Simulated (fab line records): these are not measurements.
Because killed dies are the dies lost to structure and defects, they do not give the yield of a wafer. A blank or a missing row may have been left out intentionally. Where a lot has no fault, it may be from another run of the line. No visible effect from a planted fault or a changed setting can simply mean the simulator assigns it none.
What tool caused it? -- flow nand harc -- 14 lots, 40 wafers sampled, at 5 steps of a route of 1302

## WHAT THE GAUGES SHOWED, per wafer
NHARC_A_ONON_D2_THK_MEAS_02: measures by ellipsometry.
lot,measured,on,thk nm (nm)
L711,day 12 21:59,film metro-02,1011 1011 1012
L715,day 14 09:56,film metro-01,992 994 991
L718,day 15 13:58,film metro-01,1001 1002 1002
L717,day 15 13:58,film metro-02,996 995 994
L719,day 16 13:12,film metro-02,989 988 990
L720,day 16 12:58,film metro-02,998 999 999
L722,day 18 02:37,film metro-01,999 997 998
L723,day 18 03:59,film metro-01,994 994 992
L725,day 18 13:47,film metro-02,1016 1017 1014
L728,day 20 00:28,film metro-02,668 668
L730,day 20 07:40,film metro-02,977 979 647 980 982 646
L731,day 21 12:58,film metro-01,996 994 995
L732,day 22 02:49,film metro-01,1000 1000 997
L733,day 22 02:49,film metro-02,990 989 990

## TOOL THAT RAN EACH LOT (tool first, then ch and the chambers of the sampled wafers, then the start)
lot,NHARC_A_CHANNEL_HOLE_D1_ETCH_16,NHARC_A_CHANNEL_FILL_D1_ETCHBACK_20,NHARC_A_DECK1_JOINT_CMP_02,NHARC_A_ONON_D2_DEP_00
L711,"rie diel-12 ch 0,1,2, day 10 12:00 or earlier","rie diel-05 ch 0,3, day 10 12:00","cmp-04 ch 1,2, day 12 20:43","pecvd onon-02 ch 0, day 12 21:32"
L715,"rie diel-12 ch 0,2,3, day 11 19:55 or earlier","rie diel-09 ch 2,3, day 11 19:55","cmp-03 ch 0,1,2, day 14 08:42","pecvd onon-01 ch 0, day 14 09:25"
L718,"rie diel-01 ch 2,3, day 13 04:43 or earlier","rie diel-09 ch 2,3, day 13 04:43","cmp-03 ch 1,2, day 15 12:41","pecvd onon-01 ch 0, day 15 13:28"
L717,"rie diel-04 ch 0,1,2, day 13 04:40 or earlier","rie diel-05 ch 0,3, day 13 04:40","cmp-04 ch 1,2, day 15 12:41","pecvd onon-02 ch 0, day 15 13:28"
L719,"rie diel-12 ch 0,1, day 14 00:58 or earlier","rie diel-07 ch 0,1,3, day 14 00:58","cmp-03 ch 0,2,3, day 16 11:45","pecvd onon-03 ch 0, day 16 12:41"
L720,"rie diel-12 ch 0,1,3, day 14 00:57 or earlier","rie diel-09 ch 0,2,3, day 14 00:57","cmp-04 ch 1,2,3, day 16 11:40","pecvd onon-01 ch 0, day 16 12:26"
L722,"rie diel-12 ch 0,1,3, day 15 09:04 or earlier","rie diel-09 ch 0,1,3, day 15 09:04","cmp-01 ch 2,3, day 18 01:18","pecvd onon-01 ch 0, day 18 02:10"
L723,"rie diel-04 ch 1,2,3, day 15 17:37 or earlier","rie diel-07 ch 0,2,3, day 15 17:37","cmp-04 ch 1,2,3, day 18 02:37","pecvd onon-02 ch 0, day 18 03:28"
L725,"rie diel-12 ch 0,1,2, day 16 05:04 or earlier","rie diel-09 ch 0,1,2, day 16 05:04","cmp-04 ch 1,2,3, day 18 12:29","pecvd onon-03 ch 0, day 18 13:16"
L728,"rie diel-12 ch 3, day 17 13:38 or earlier","rie diel-09 ch 0, day 17 13:38","cmp-01 ch 1, day 19 23:14","pecvd onon-02 ch 0, day 19 23:57"
L730,"rie diel-12 ch 0,1,2, day 17 22:38 or earlier","rie diel-07 ch 1,2,3, day 17 22:38","cmp-03 ch 1,3, day 20 06:25","pecvd onon-02 ch 0, day 20 07:13"
L731,"rie diel-12 ch 0,1,3, day 19 03:02 or earlier","rie diel-09 ch 0,1,2, day 19 03:02","cmp-03 ch 0,2,3, day 21 11:41","pecvd onon-01 ch 0, day 21 12:26"
L732,"rie diel-12 ch 0,1,3, day 19 09:11 or earlier","rie diel-09 ch 1,2,3, day 19 09:11","cmp-03 ch 0,1,3, day 22 01:32","pecvd onon-03 ch 0, day 22 02:19"
L733,"rie diel-12 ch 1,3, day 19 09:11 or earlier","rie diel-07 ch 0,1,3, day 19 09:11","cmp-01 ch 0,1,3, day 22 01:32","pecvd onon-01 ch 0, day 22 02:22"
- NHARC_A_CHANNEL_HOLE_D1_ETCH_16: etches the open film in O2/COS, target depth 3100 nm, time 806 s.
- NHARC_A_CHANNEL_FILL_D1_ETCHBACK_20: etches the open film in C4F8/O2/Ar, target depth 27 nm, time 13.5 s.
- NHARC_A_DECK1_JOINT_CMP_02: polishes SiOx.
- NHARC_A_ONON_D2_DEP_00: target thk 1000 nm.

## WHAT THE TOOLS THEMSELVES READ (means of the sampled wafers that have a number; where no wafer has one, the mark that the record gives instead)
NHARC_A_CHANNEL_HOLE_D1_ETCH_16.
lot,tool,chamber pressure mTorr (mTorr),cos flow sccm (sccm),drypump motor current A (A),oes product au (a.u.),rf vpp V (V),showerhead plenum p Torr (Torr),throttle valve pct (%)
L711,rie diel-12,19.999,19.98,5.61,0.992,313.8,3.07,28.335
L715,rie diel-12,20.008,20.02,5.64,1.000,316.0,3.19,28.330
L718,rie diel-01,19.986,20.03,5.46,0.992,311.3,2.97,28.331
L717,rie diel-04,19.984,19.94,5.59,1.009,316.2,3.15,28.335
L719,rie diel-12,20.012,20.03,5.53,1.004,314.1,3.14,28.322
L720,rie diel-12,20.000,19.92,5.65,1.010,314.2,3.14,28.331
L722,rie diel-12,20.014,20.00,5.66,1.002,314.6,3.14,28.334
L723,rie diel-04,20.003,20.04,5.68,0.996,313.6,3.10,28.324
L725,rie diel-12,20.004,20.01,5.56,1.002,313.1,3.06,28.327
L728,rie diel-12,19.991,19.91,5.83,1.003,315.1,3.26,28.335
L730,rie diel-12,20.000,19.98,5.58,1.010,313.2,3.06,28.328
L731,rie diel-12,20.000,20.02,5.66,1.002,315.1,3.14,28.331
L732,rie diel-12,19.997,20.05,5.65,1.012,314.4,3.14,28.329
L733,rie diel-12,19.996,19.99,5.76,1.007,312.9,3.02,28.333

NHARC_A_CHANNEL_FILL_D1_ETCHBACK_20.
lot,tool,chamber pressure mTorr (mTorr),oes product au (a.u.),rf vpp V (V)
L711,rie diel-05,25.017,0.91,980
L715,rie diel-09,24.987,0.93,975
L718,rie diel-09,24.999,0.93,974
L717,rie diel-05,25.008,0.95,980
L719,rie diel-07,25.015,1.00,976
L720,rie diel-09,25.021,0.92,974
L722,rie diel-09,24.995,1.00,974
L723,rie diel-07,24.987,0.92,979
L725,rie diel-09,24.997,1.00,972
L728,rie diel-09,25.006,1.01,973
L730,rie diel-07,24.997,0.99,976
L731,rie diel-09,25.006,0.93,971
L732,rie diel-09,25.000,0.93,972
L733,rie diel-07,25.032,0.99,976

NHARC_A_DECK1_JOINT_CMP_02.
lot,tool,motor current A (A)
L711,cmp-04,11.9
L715,cmp-03,13.1
L718,cmp-03,12.0
L717,cmp-04,11.8
L719,cmp-03,13.2
L720,cmp-04,12.1
L722,cmp-01,11.2
L723,cmp-04,12.0
L725,cmp-04,11.8
L728,cmp-01,13.2
L730,cmp-03,11.9
L731,cmp-03,13.6
L732,cmp-03,13.3
L733,cmp-01,12.7

## THE ANSWER, worked out from the rows above alone
Rule: the usual values come from the lots themselves. Put in order of their means at a reading, lots are off if they are a third of the lots or fewer, leave a main group of 4 or more, and stand apart from it by a gap of 3 or more times the standard deviation of the main group's means; of several such gaps the widest counts. The tables above print the reading to a certain number of digits; a main group whose means all agree to those digits is not used. Also off: a lot with no number at a reading for which 4 or more lots have one. The other lots that the step has rows for count as sound. Order of review: gauges by route order, followed by the tools' own readings, for which a lot's mean as printed above is used. The first step at which some lot is off is used, and at that step the reading that is off furthest; a lot without a number counts as furthest.
Off: L728, L730, at NHARC_A_ONON_D2_THK_MEAS_02 (thk nm). For the main group the mean is 998 nm and the standard deviation 7.8.
A tool fits if, at a process step before that reading, it ran every lot that is off, and no sound lot after the first of them. The gauges at NHARC_A_ONON_D2_THK_MEAS_02 are tried like those tools. NHARC_A_CHANNEL_HOLE_D1_ETCH_16 gives no start for some lots, so the hours and the order of its lots are those of NHARC_A_CHANNEL_FILL_D1_ETCHBACK_20. One fits: NHARC_A_ONON_D2_DEP_00 on pecvd onon-02. Its last sound lot is L723 (day 18 03:28), its first lot that is off L728 (day 19 23:57): a fault that began between those two fits.

## WHAT THE SIMULATOR HAD INSERTED
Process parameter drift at NHARC_A_ONON_D2_DEP_00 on pecvd onon-02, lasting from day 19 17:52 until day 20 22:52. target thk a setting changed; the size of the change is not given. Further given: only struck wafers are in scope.
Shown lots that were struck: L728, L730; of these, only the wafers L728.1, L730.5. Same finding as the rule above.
